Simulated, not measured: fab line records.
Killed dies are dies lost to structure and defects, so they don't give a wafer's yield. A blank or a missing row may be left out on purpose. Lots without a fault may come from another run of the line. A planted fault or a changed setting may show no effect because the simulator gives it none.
fab line records + flow nand_harc
record
- lots=5
- wafers=15
- last_day=33
route steps=1302 shown P_ZERO_WELL@29 END@1302
lots with no fault: from the same line, run without faults
start_h: hours from the record's opening day to when the first of the lot's shown wafers began + wait_h: time in hours since the lot's previous step + " identical to the entry in the row above + L1.1+2: several wafers, shown together as one row + - value missing, or start not given + * or withheld: withheld + < > ~ a bound
route shown NAME@n: NAME is a module with steps in the file, n the number in the route of the first one + usual: the fault-free wafers' mean and standard deviation + same: alike in all rows + chamber/n: place in a boat + sites: the reading at each site + _std_site: their standard deviation + _edge_site: the outer-site mean with the inner-site mean subtracted + radius_mm: for every site, how far away it sits from the centre of the wafer + mask NAME#n: copy n + behind: the most recent tool/chamber to have shaped the wafer + hold: why the lot was held/for how many hours/how that ended + device: names the non-switching transistor (n, p or np) + end of line: the route-end tests of the same wafers + a step without rows: its recipe alone + killed: not the wafer's yield, but the dies lost to structure and defects at the first sort + map: a wafer's dies, marking killed ones x, the rest . and places with no die _
set.NAME: the setting as run; set.NAME@STEP: as run at that earlier step + model.NAME: the simulator's own value behind a step, which no gauge read
lots at some steps of the route; a table a step, a row a wafer
services: the hour from which a tool's chamber was out of use, counted from the record's first day as start_h (under 0 if before that day), plus the number of hours and why
## steps
# step NHARC_P_ZERO_WELL_CD_MEAS_24
# recipe
- target_cd_nm=720
- landing_energy_ev=500
# usual
- cd_nm=720/3.1
| lot.wafer | tool      | chamber | start_h | wait_h | cd_nm |
|-----------|-----------|---------|---------|--------|-------|
| L950.2    | cd_sem-02 | 0       | 26.36   | -      | 724   |
| L950.4    | "         | 0       | "       | "      | 723   |
| L950.5    | "         | 0       | "       | "      | 724   |
| L954.2    | cd_sem-03 | 0       | 62.51   | -      | 722   |
| L954.4    | "         | 0       | "       | "      | 724   |
| L954.6    | "         | 0       | "       | "      | 725   |
| L966.1    | cd_sem-03 | 0       | 183.02  | -      | 716   |
| L966.4    | "         | 0       | "       | "      | 712   |
| L966.5    | "         | 0       | "       | "      | 715   |
| L967.2    | cd_sem-03 | 0       | 192.50  | -      | 720   |
| L967.3    | "         | 0       | "       | "      | 721   |
| L967.6    | "         | 0       | "       | "      | 724   |
| L971.1    | cd_sem-02 | 0       | 232.48  | -      | 723   |
| L971.2    | "         | 0       | "       | "      | 716   |
| L971.6    | "         | 0       | "       | "      | 718   |
# step NHARC_P_ZERO_WELL_HARDBAKE_25
# recipe
- temp_c=125
- time_s=80
# step NHARC_P_ZERO_WELL_DESCUM_26
# recipe
- time_s=3
- o2_flow_sccm=200
- ar_flow_sccm=0
- bias_power_w=0
- chemistry=O2
# usual
- drypump_motor_current_A=5.8/0.6
- oes_product_au=1.002/0.012
- rf_vpp_V=57.9/0.96
- showerhead_plenum_p_Torr=1.94/0.088
- throttle_valve_pct=11.312/0.0093
| lot.wafer | tool        | chamber | start_h | wait_h | drypump_motor_current_A | oes_product_au | rf_hours_counter_h | rf_vpp_V | showerhead_plenum_p_Torr | throttle_valve_pct |
|-----------|-------------|---------|---------|--------|-------------------------|----------------|--------------------|----------|--------------------------|--------------------|
| L950.2    | rie_diel-04 | 0       | 26.54   | -      | 5.9                     | 1.006          | 4                  | 56.9     | 2.01                     | 11.301             |
| L950.4    | "           | 1       | "       | "      | 5.8                     | 1.020          | 5                  | 57.6     | 2.02                     | 11.309             |
| L950.5    | "           | 3       | "       | "      | 5.6                     | 0.990          | -                  | 57.9     | 2.03                     | 11.314             |
| L954.2    | rie_diel-04 | 3       | 62.67   | -      | 5.6                     | 0.992          | 17                 | 59.2     | 2.03                     | 11.297             |
| L954.4    | "           | 0       | "       | "      | 5.9                     | 1.006          | 17                 | 56.3     | 2.00                     | 11.320             |
| L954.6    | "           | 0       | "       | "      | 5.9                     | 1.015          | -                  | 56.8     | 2.00                     | 11.314             |
| L966.4    | rie_diel-13 | 3       | 183.18  | -      | 6.1                     | 0.992          | 4                  | 56.4     | 1.92                     | 11.303             |
| L966.1    | "           | 1       | "       | "      | 6.5                     | 1.017          | 6                  | 58.0     | 2.07                     | 11.297             |
| L966.5    | "           | 3       | "       | "      | 6.0                     | 0.991          | -                  | 57.9     | 1.92                     | 11.321             |
| L967.2    | rie_diel-13 | 2       | 192.67  | -      | 4.9                     | 1.010          | 8                  | 57.3     | 1.84                     | 11.298             |
| L967.3    | "           | 3       | "       | "      | 6.0                     | 0.997          | 7                  | 59.0     | 1.92                     | 11.298             |
| L967.6    | "           | 1       | "       | "      | 6.5                     | 1.029          | -                  | 58.1     | 2.07                     | 11.322             |
| L971.2    | rie_diel-02 | 0       | 232.65  | -      | 6.6                     | 1.013          | 1                  | 58.0     | 2.08                     | 11.315             |
| L971.1    | "           | 1       | "       | "      | 6.6                     | 0.985          | 1                  | 57.2     | 1.82                     | 11.330             |
| L971.6    | "           | 3       | "       | "      | 6.7                     | 1.017          | -                  | 57.8     | 1.92                     | 11.307             |
# step NHARC_P_ZERO_WELL_IMPLANT_27
# recipe
- energy_kev=600
- dose_cm2=1e+13
- tilt_deg=7
# step NHARC_P_ZERO_WELL_IMPLANT_57
# recipe
- energy_kev=250
- dose_cm2=4e+12
- tilt_deg=7
# step NHARC_P_ZERO_WELL_IMPLANT_58
# recipe
- energy_kev=100
- dose_cm2=2e+12
- tilt_deg=7
# step NHARC_P_ZERO_WELL_STRIP_28
# recipe
- time_s=840
- temp_c=130
- chemistry=SPM
# step NHARC_P_ZERO_WELL_DEHYDRATE_29
# recipe
- temp_c=150
- time_s=120
# step NHARC_P_ZERO_WELL_HMDS_30
# recipe
- time_s=30
# step NHARC_P_ZERO_WELL_COAT_31
# recipe
- spin_rpm=withheld
# step NHARC_P_ZERO_WELL_SOFTBAKE_32
# recipe
- temp_c=122
- time_s=95
# step NHARC_P_ZERO_WELL_EBR_33
# step NHARC_P_ZERO_WELL_EXPOSE_34
# recipe
- na=0.6
- target_cd_nm=720
- dose_mj=22.31
- mask_id=P_PWELL
# usual
- stage_vel_mm_s=500.00/0.27
# same
- na=0.6
| lot.wafer | tool           | chamber | start_h | wait_h | mask         | stage_vel_mm_s |
|-----------|----------------|---------|---------|--------|--------------|----------------|
| L950.2    | krf_scanner-02 | 0       | 27.72   | -      | P_PWELL#0    | 499.92         |
| L950.4    | "              | 0       | "       | "      | P_PWELL#0    | 500.10         |
| L950.5    | "              | 0       | "       | "      | P_PWELL#0    | 500.23         |
| L954.2    | krf_scanner-02 | 0       | 63.99   | -      | P_PWELL_R1#0 | 500.39         |
| L954.4    | "              | 0       | "       | "      | P_PWELL_R1#0 | 500.27         |
| L954.6    | "              | 0       | "       | "      | P_PWELL_R1#0 | 500.22         |
| L966.1    | krf_scanner-02 | 0       | 184.50  | -      | P_PWELL#0    | 500.21         |
| L966.4    | "              | 0       | "       | "      | P_PWELL#0    | 499.69         |
| L966.5    | "              | 0       | "       | "      | P_PWELL#0    | 500.14         |
| L967.2    | krf_scanner-02 | 0       | 193.86  | -      | P_PWELL#0    | 500.25         |
| L967.3    | "              | 0       | "       | "      | P_PWELL#0    | 500.19         |
| L967.6    | "              | 0       | "       | "      | P_PWELL#0    | 500.14         |
| L971.1    | krf_scanner-01 | 0       | 233.96  | -      | P_PWELL#0    | 500.16         |
| L971.2    | "              | 0       | "       | "      | P_PWELL#0    | 499.75         |
| L971.6    | "              | 0       | "       | "      | P_PWELL#0    | 500.15         |
# step NHARC_P_ZERO_WELL_PEB_35
# recipe
- peb_temp_c=118
- peb_time_s=85
# step NHARC_P_ZERO_WELL_DEVELOP_36
# recipe
- time_s=70
# step NHARC_P_ZERO_WELL_CD_MEAS_37
# recipe
- target_cd_nm=720
- landing_energy_ev=500
# usual
- cd_nm=719.8/1.9
| lot.wafer | tool      | chamber | start_h | wait_h | hold                     | cd_nm |
|-----------|-----------|---------|---------|--------|--------------------------|-------|
| L950.2    | cd_sem-02 | 0       | 27.87   | -      | -                        | 715.1 |
| L950.4    | "         | 0       | "       | "      | -                        | 719.4 |
| L950.5    | "         | 0       | "       | "      | -                        | 719.2 |
| L954.2    | cd_sem-01 | 0       | 64.14   | -      | await_dispo/0.2h/release | 753.4 |
| L954.4    | "         | 0       | "       | "      | await_dispo/0.2h/release | 752.2 |
| L954.6    | "         | 0       | "       | "      | await_dispo/0.2h/release | 750.8 |
| L954.2    | cd_sem-01 | 0       | -       | -      | -                        | 753.4 |
| L954.4    | "         | 0       | "       | "      | -                        | 752.1 |
| L954.6    | "         | 0       | "       | "      | -                        | 750.9 |
| L966.1    | cd_sem-02 | 0       | 184.67  | -      | -                        | 721.4 |
| L966.4    | "         | 0       | "       | "      | -                        | 720.4 |
| L966.5    | "         | 0       | "       | "      | -                        | 721.6 |
| L967.2    | cd_sem-01 | 0       | 194.01  | -      | -                        | 721.3 |
| L967.3    | "         | 0       | "       | "      | -                        | 722.1 |
| L967.6    | "         | 0       | "       | "      | -                        | 722.3 |
| L971.1    | cd_sem-01 | 0       | 234.12  | -      | -                        | 719.2 |
| L971.2    | "         | 0       | "       | "      | -                        | 719.7 |
| L971.6    | "         | 0       | "       | "      | -                        | 717.2 |
# step NHARC_END_SORT_01
# recipe
- temp_c=25
# usual
- killed_at_array=59/20
- killed_at_other=0.8/1.1
- killed_at_periphery=5/3.1
- killed_dies=64/21
- killed_open=3.4/1.9
- killed_short=2.3/1.7
# same
- gross_dies=677
| lot.wafer | tool      | chamber | start_h | wait_h | killed_at_array | killed_at_other | killed_at_periphery | killed_dies | killed_open | killed_short |
|-----------|-----------|---------|---------|--------|-----------------|-----------------|---------------------|-------------|-------------|--------------|
| L966.1    | prober-02 | 0       | 738.07  | 2.5    | 50              | 1               | 8                   | 59          | 6           | 4            |
# killed by level:class
L966.1 A_CHANNEL_HOLE_D2:chamber_film_flake=24 A_CONTACT:chamber_film_flake=8 A_CHANNEL_HOLE_D1:chamber_film_flake=6 A_CHANNEL_FILL_D1:chamber_film_flake=3 A_SLIT:chamber_film_flake=3 P_STI:chamber_film_flake=2 P_GATE:chamber_film_flake=2 P_GATE:geometric_particle:short=1
## services
| tool           | chamber | start_h | hours | kind        |
|----------------|---------|---------|-------|-------------|
| krf_scanner-01 | -       | 5.03    | 1.4   | repair      |
| rie_diel-02    | 2       | 10.40   | 5.7   | repair      |
| krf_scanner-01 | -       | 13.80   | 1.9   | repair      |
| rie_diel-02    | 3       | 20.97   | 9.9   | repair      |
| rie_diel-13    | 0       | 27.71   | 42.8  | repair      |
| rie_diel-02    | -       | 42.37   | 9.0   | pm          |
| rie_diel-04    | 0       | 47.19   | 6.5   | repair      |
| rie_diel-02    | 2       | 58.23   | 5.0   | repair      |
| rie_diel-02    | 2       | 80.40   | 7.0   | repair      |
| rie_diel-02    | -       | 84.55   | 0.5   | repair      |
| rie_diel-13    | 3       | 87.57   | 11.0  | repair      |
| krf_scanner-02 | -       | 94.00   | 4.0   | pm          |
| rie_diel-04    | 0       | 101.09  | 5.0   | repair      |
| rie_diel-04    | -       | 117.12  | 0.8   | repair      |
| rie_diel-02    | 0       | 121.54  | 12.1  | repair      |
| krf_scanner-02 | 0       | 132.88  | -     | calibration |
| krf_scanner-01 | -       | 140.00  | 4.0   | pm          |
| rie_diel-13    | -       | 165.12  | 9.0   | pm          |
| rie_diel-04    | -       | 177.90  | 9.0   | pm          |
| rie_diel-02    | -       | 178.95  | 0.2   | repair      |
| rie_diel-02    | 3       | 179.29  | 4.0   | repair      |
| rie_diel-04    | -       | 195.88  | 0.3   | repair      |
| rie_diel-02    | -       | 219.42  | 9.0   | pm          |
| rie_diel-13    | 3       | 222.52  | 3.8   | repair      |
## key
first_sign
- step=NHARC_P_ZERO_WELL_EXPOSE_34
- reading=mask
- direction=changed
effect
- step=NHARC_P_ZERO_WELL_CD_MEAS_37
- reading=visit
- direction=added
effect
- step=NHARC_P_ZERO_WELL_CD_MEAS_37
- reading=cd_nm
- direction=up
- sigmas=17
- usual=719.8
- struck=752.1
met_at NHARC_P_ZERO_WELL_EXPOSE_34
struck_wafers L954.2,L954.4,L954.6
tester_left_out L954
onset_between 27.72 63.99
fault
- kind=wrong_mask
- tool=any
- chamber=-
- onset_h=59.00
- steps=NHARC_P_ZERO_WELL_EXPOSE_34
- aux_copy=P_PWELL_R1#0
- cd_offset_nm=31.077
- scope=struck_lots_only
# tester_left_out: of these lots the tester's yield and bins aren't shown, on N5 and GAA mostly nor the transistor test; their killed dies are dies lost to structure and defects alone, not to doping, threshold or leakage, so they don't give the yield
